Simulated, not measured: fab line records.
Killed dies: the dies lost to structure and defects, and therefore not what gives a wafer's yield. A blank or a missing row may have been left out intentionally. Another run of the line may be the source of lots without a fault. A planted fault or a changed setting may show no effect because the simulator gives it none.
Matching of chambers ; flow n5_finfet ; N5_BEOL_M1_CMP_52 on cmp-01: 4 sister chambers
The step polishes, stops on SiOC, t overpolish 6.8 s, target thk 40 nm. 14 wafers are shown with their chamber, then 7 later ones without.

## WAFERS WITH THEIR CHAMBER
wafer;chamber;motor_current_A (A);time_to_endpoint_s (s);barrier_field_endpoint_s (s)
L074.1;0;6.0;62;23.9
L074.3;1;6.7;60;24.6
L074.6;0;5.9;61;24.5
L075.1;0;5.9;63;24.4
L075.3;2;5.8;56;23.8
L075.4;3;5.6;64;24.5
L077.1;1;6.5;64;24.7
L077.3;0;5.4;59;23.8
L077.6;2;5.8;58;23.8
L079.1;0;5.8;59;24.1
L079.3;2;5.7;56;24.2
L079.4;1;6.5;59;25.1
L080.2;2;5.9;59;23.9
L080.4;3;5.5;64;24.9

SIGNATURES (averages over the wafers above)
reading;chamber 0;chamber 1;chamber 2;chamber 3;scatter within a chamber
motor_current_A;5.800;6.567;5.800;5.550;0.165
time_to_endpoint_s;60.80;61.00;57.25;64.00;1.83
barrier_field_endpoint_s;24.140;24.800;23.925;24.700;0.264
Rule: distance of a wafer from a chamber = root of the sum over the readings of ((wafer's reading minus chamber's mean) / reading's scatter) squared. The wafer belongs to the nearest chamber; if the next one is less than 2 further off, it can't be placed. How the scatter is found: for the shown wafers, subtract from each reading the mean of its chamber, square and add these, divide the total by (wafers less chambers), then take the root.

## WAFERS WITH NO CHAMBER GIVEN
wafer;motor_current_A (A);time_to_endpoint_s (s);barrier_field_endpoint_s (s)
L080.5;5.6;57;23.7
L088.1;5.7;61;23.4
L088.4;5.6;53;23.0
L088.5;5.4;60;24.1
L097.1;5.8;63;23.9
L097.2;6.7;62;24.6
L097.3;5.7;56;23.3

## WHICH CHAMBER EACH ONE RAN IN
wafer;from the rows above;in truth
L080.5;can't be placed: 2 or 0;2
L088.1;can't be placed: 0 or 2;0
L088.4;can't be placed: 2 or 0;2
L088.5;can't be placed: 0 or 2 or 3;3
L097.1;can't be placed: 0 or 2 or 3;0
L097.2;1;1
L097.3;can't be placed: 2 or 0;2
Placed correctly: 1 of 7. These rows do not allow placing 6 (true chamber among the candidates in 6). Wrongly placed: 0.
